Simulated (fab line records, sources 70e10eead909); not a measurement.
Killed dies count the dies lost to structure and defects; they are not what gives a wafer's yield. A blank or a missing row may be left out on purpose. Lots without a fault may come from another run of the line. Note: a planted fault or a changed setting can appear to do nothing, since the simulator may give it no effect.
Matching of chambers ; flow nand-harc ; NHARC_P_CONTACT_CMP_24 on cmp-03 has 4 sister chambers
The step polishes, t overpolish 30 s, target thk 200 nm. 24 wafers are shown with their chamber, then 12 later ones without.

== EACH WAFER AND ITS CHAMBER ==
wafer;chamber;motor-current-A (A);time-to-endpoint-s (s);overpolish-run-s (s)
L078.1;2;11.8;40.8;29.988
L078.2;3;12.3;36.5;30.001
L078.4;0;10.8;42.5;29.994
L079.1;2;12.1;41.9;29.990
L079.3;1;11.3;36.7;30.006
L079.6;2;12.3;42.4;30.004
L081.2;1;10.9;34.9;29.986
L081.4;2;10.8;40.0;29.992
L081.5;3;12.3;37.8;30.006
L084.1;1;10.9;34.7;29.999
L084.2;2;11.5;39.9;30.004
L084.6;0;10.7;39.9;29.994
L083.2;2;11.6;38.5;29.994
L083.3;0;11.1;37.1;30.013
L083.4;3;12.9;33.3;30.019
L085.1;3;12.4;35.7;29.997
L085.5;1;10.9;32.3;30.007
L085.6;0;10.8;38.5;29.981
L088.1;3;12.6;34.4;30.014
L088.3;0;11.2;40.3;30.018
L088.4;2;11.7;41.3;29.992
L089.2;2;11.8;35.8;29.990
L089.4;0;10.0;38.6;30.003
L089.6;1;11.4;32.2;29.994

SIGNATURES (means of the wafers above)
reading;chamber 0;chamber 1;chamber 2;chamber 3;scatter within a chamber
motor-current-A;10.767;11.080;11.700;12.500;0.374
time-to-endpoint-s;39.483;34.160;40.075;35.540;1.95
overpolish-run-s;30.00050;29.99840;29.99425;30.00740;0.0096
Rule: a wafer's distance from a chamber is the root of the sum, over the readings, of the square of ((its reading less the chamber's mean) divided by the reading's scatter). If the next closest chamber is less than 2 further off than the closest, the wafer can't be placed; otherwise it belongs to the closest. The scatter: the root of (the sum of the squares of (reading less its chamber's mean) over the shown wafers, divided by (wafers less chambers)).

== WAFERS MISSING THEIR CHAMBER ==
wafer;motor-current-A (A);time-to-endpoint-s (s);overpolish-run-s (s)
L090.1;10.9;34.2;30.003
L090.2;10.8;38.8;30.007
L090.4;11.7;33.5;29.997
L092.2;11.0;39.0;29.995
L092.4;12.8;39.1;29.996
L092.5;11.4;40.8;29.997
L096.2;11.9;42.2;30.010
L096.3;12.2;36.2;30.013
L096.4;11.3;37.5;29.996
L096.1;10.6;42.6;30.005
L096.5;11.1;38.3;29.986
L096.6;10.4;38.1;30.003

== CHAMBER TAKEN BY EACH ==
wafer;from the rows above;in truth
L090.1;1;1
L090.2;can't be placed: 0 or 1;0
L090.4;can't be placed: 1 or 3 or 2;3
L092.2;can't be placed: 0 or 2 or 1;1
L092.4;can't be placed: 3 or 2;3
L092.5;can't be placed: 2 or 0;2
L096.2;can't be placed: 2 or 0 or 3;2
L096.3;3;3
L096.4;can't be placed: 2 or 0 or 1 or 3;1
L096.1;can't be placed: 0 or 2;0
L096.5;can't be placed: 0 or 2 or 1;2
L096.6;can't be placed: 0 or 1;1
2 of 12 placed correctly. Can't be placed from these rows: 10 (the true chamber is among the candidates in 10). Placed wrongly: 0.
